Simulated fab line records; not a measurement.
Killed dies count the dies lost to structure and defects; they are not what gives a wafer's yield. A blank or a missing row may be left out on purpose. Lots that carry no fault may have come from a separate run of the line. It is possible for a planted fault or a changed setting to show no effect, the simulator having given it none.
Problem report, 8D (eight disciplines) form, completed by code + flow nandHarc + the parts of the form that need people (team, actions taken, sign-off) are left out

## 1. PROBLEM STATEMENT
rawDefectCount at NHARC_P_GATE_INSPECT_68 reads a mean of 896 on 3 wafers of 2 lots; wafers without a fault read 199 with a standard deviation of 69. That puts it +10 standard deviations away from the usual mean.
First observed at day 10 07:48: wafer L257.3, on defectInspect-02. The record holds 36 wafers of 12 lots with a number at this step. Rule for "out", or "out of limits": more than 4 standard deviations from the usual mean. The rest of the wafers with a number are treated as sound.

## 2. WHAT THIS IS AND IS NOT
| question                    | is                                 | is not                                                                                             |
|-----------------------------|------------------------------------|----------------------------------------------------------------------------------------------------|
| which readings at this step | rawDefectCount                     | -                                                                                                  |
| which lots                  | L257, L258                         | L246, L252, L253, L254, L255, L261, L264, L266, L268, L269                                         |
| which wafers of those lots  | L257.3, L258.4, L258.6             | L257.2, L257.5, L258.5                                                                             |
| read on which gauges        | defectInspect-01, defectInspect-02 | -                                                                                                  |
| when                        | from day 10 07:48                  | up to then (17 sound wafers); but 16 sound wafers of L258, L261, L264, L266, L268, L269 came after |

## 3. SUSPECTS, AND WHAT RULES EACH OUT
Counting: a tool at a process step up to the reading stays a suspect if it ran every lot that is out. Sound lots after the first of them don't rule it out here, since some wafers of a struck lot are sound.
- the gauge at NHARC_P_GATE_INSPECT_68 is ruled out. The wafers that are out were read on 2 gauges (defectInspect-01, defectInspect-02).
- plasmaAsher-02 at NHARC_P_GATE_STRIP_95 (strips in O2): kept. It processed each lot that is out (first: L257, day 10 05:57); up to then, its last sound lot is L255 (day 9 18:51).
- Within plasmaAsher-02 at NHARC_P_GATE_STRIP_95: the wafers that are out ran in chamber 0; their sound lot-mates ran in chamber 1.
After counting, what remains is plasmaAsher-02 at NHARC_P_GATE_STRIP_95.

## 4. THE CAUSE (what the simulator had put in)
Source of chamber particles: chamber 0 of plasmaAsher-02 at NHARC_P_GATE_STRIP_95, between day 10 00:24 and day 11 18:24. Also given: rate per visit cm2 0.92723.
The count eliminated every tool but this one.

## 5. THE EFFECT CHAIN, in route order
Rows list readings where the struck wafers' mean (over those with a number) sits beyond 3 standard deviations from the usual. Scope: only readings with a usual standard deviation given in the record; hours: median across lots of the time from each lot's start at the first step in this table that gives one to its start at this step; sigmas: change in usual standard deviations.
| hours | step                    | reading           | usual | on struck wafers | change | sigmas |
|-------|-------------------------|-------------------|-------|------------------|--------|--------|
| 0     | NHARC_P_GATE_INSPECT_68 | rawDefectCount    | 199   | 896              | +697   | +10    |
| 450   | NHARC_END_SORT_01       | killedAtPeriphery | 3.7   | 88.0             | +84.3  | +32    |
| 450   | NHARC_END_SORT_01       | killedDies        | 58    | 157              | +99    | +5.0   |

## 6. HOW IT WOULD HAVE BEEN CAUGHT EARLIER
The first out-of-limits reading at a measuring or inspecting step in this record came at day 10 07:48, 7 hours after the fault's start at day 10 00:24.
Tool readings at NHARC_P_GATE_STRIP_95 with a usual standard deviation given in the record: none out on any struck wafer, hence no alarm at a limit of 4 standard deviations on them.
Of the lots that are out (2), L258 began NHARC_P_GATE_STRIP_95 on plasmaAsher-02 after day 10 07:48. A hold on the tool at that time would have spared it.
